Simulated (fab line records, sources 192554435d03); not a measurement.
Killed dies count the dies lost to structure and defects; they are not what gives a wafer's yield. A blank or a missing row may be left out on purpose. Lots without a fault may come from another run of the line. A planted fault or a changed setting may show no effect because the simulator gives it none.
Split-lot study + flow n5 finfet + on a route of 1938 steps: 7 lots, 39 wafers read

ON THE SPLIT
At N5_DUMMY_GATE_ETCH_42 (etches SiO2 in CHF3/O2, target depth 3.5 nm, time 31 s), the setting bias w was moved away from the recipe's 12 W on 9 of the 39 wafers read, by -16.0% to +8.2%. The other wafers ran this setting at the recipe's value.

The reading comes from the split's own step.

THE READING
rf vpp V, in V, at N5_DUMMY_GATE_ETCH_42 (etches SiO2 in CHF3/O2, target depth 3.5 nm, time 31 s). A value of 42.6 V with a standard deviation of 1.1 V is what fault-free wafers of this fab line usually give.

| wafer  | tool, chamber at the split | bias w as run, W | against the recipe | rf vpp V, V | against lot-mates on the recipe |
|--------|----------------------------|------------------|--------------------|-------------|---------------------------------|
| L076.1 | rie diel-05, 3             | 12               | recipe             | 39.6        | -                               |
| L076.2 | rie diel-05, 0             | 12               | recipe             | 43.6        | -                               |
| L076.6 | rie diel-05, 1             | 12               | recipe             | 41.9        | -                               |
| L081.1 | rie diel-01, 2             | 12               | recipe             | 43.2        | -                               |
| L081.2 | rie diel-01, 3             | 12               | recipe             | 44.6        | -                               |
| L081.3 | rie diel-01, 0             | 12               | recipe             | 42.2        | -                               |
| L081.4 | rie diel-01, 1             | 12               | recipe             | 43.1        | -                               |
| L081.5 | rie diel-01, 1             | 12               | recipe             | 41.3        | -                               |
| L081.6 | rie diel-01, 0             | 12               | recipe             | 42.8        | -                               |
| L085.1 | rie diel-05, 2             | 12               | recipe             | 42.3        | -                               |
| L085.2 | rie diel-05, 0             | 12               | recipe             | 44.8        | -                               |
| L085.3 | rie diel-05, 1             | 12               | recipe             | 40.7        | -                               |
| L085.4 | rie diel-05, 3             | 12               | recipe             | 43.1        | -                               |
| L085.5 | rie diel-05, 3             | 12               | recipe             | 42.3        | -                               |
| L085.6 | rie diel-05, 2             | 12               | recipe             | 42.5        | -                               |
| L090.1 | rie diel-04, 3             | 12               | recipe             | 41.1        | -                               |
| L090.2 | rie diel-04, 2             | 12               | recipe             | 43.2        | -                               |
| L090.3 | rie diel-04, 0             | 12               | recipe             | 42.4        | -                               |
| L090.4 | rie diel-04, 1             | 12               | recipe             | 41.7        | -                               |
| L090.5 | rie diel-04, 2             | 12               | recipe             | 43.1        | -                               |
| L090.6 | rie diel-04, 1             | 12               | recipe             | 43.0        | -                               |
| L094.1 | rie diel-04, 1             | 12               | recipe             | 42.9        | -                               |
| L094.2 | rie diel-04, 2             | 12.98            | +8.2%              | 46.2        | +3.3                            |
| L094.3 | rie diel-04, 3             | 12               | recipe             | 42.6        | -                               |
| L094.4 | rie diel-04, 0             | 12               | recipe             | 43.3        | -                               |
| L094.5 | rie diel-04, 0             | 12.98            | +8.2%              | 44.6        | +1.7                            |
| L094.6 | rie diel-04, 3             | 12.98            | +8.2%              | 43.6        | +0.7                            |
| L096.1 | rie diel-01, 1             | 10.08            | -16.0%             | 35.4        | -7.7                            |
| L096.2 | rie diel-01, 3             | 12               | recipe             | 43.0        | -                               |
| L096.3 | rie diel-01, 2             | 12               | recipe             | 43.5        | -                               |
| L096.4 | rie diel-01, 2             | 10.08            | -16.0%             | 36.9        | -6.2                            |
| L096.5 | rie diel-01, 3             | 12               | recipe             | 42.8        | -                               |
| L096.6 | rie diel-01, 1             | 10.08            | -16.0%             | 35.8        | -7.3                            |
| L097.1 | rie diel-01, 1             | 10.13            | -15.6%             | 38.4        | -5.0                            |
| L097.2 | rie diel-01, 2             | 10.13            | -15.6%             | 37.9        | -5.5                            |
| L097.3 | rie diel-01, 3             | 12               | recipe             | 45.0        | -                               |
| L097.4 | rie diel-01, 2             | 12               | recipe             | 42.5        | -                               |
| L097.5 | rie diel-01, 3             | 10.13            | -15.6%             | 39.3        | -4.1                            |
| L097.6 | rie diel-01, 1             | 12               | recipe             | 42.8        | -                               |

THE FIT
A straight line over all 39 wafers: rf vpp V changes by +0.33 V for each +1% of bias w; r = +0.88; the points scatter about the line by 1.2 V.
The same after taking each lot's own level away (the mean of its wafers on the recipe; 39 wafers): +0.356 V for each +1%; r = +0.90; scatter 1.1 V.
The reading moves by 5.7 V for the largest change in bias w, on that fit.
Measured against the standard deviation above, the lots' own levels, which go from 41.70 to 43.43 V, span 1.6 times it.
Consequently the slope shifts little with the lot-to-lot level, the two slopes agreeing.
Check: for one of the wafers moved furthest among these (-16.0%), held out of the fit, the line's prediction against its lot-mates is -5.5 V. Against them it came out at -7.7 V.
Tool readings at the split's step, against how far the setting was moved: rf vpp V r = +0.88.

FILE'S OWN FIT
rf vpp V changes by +0.361 V for each +1% of bias w, r = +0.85.
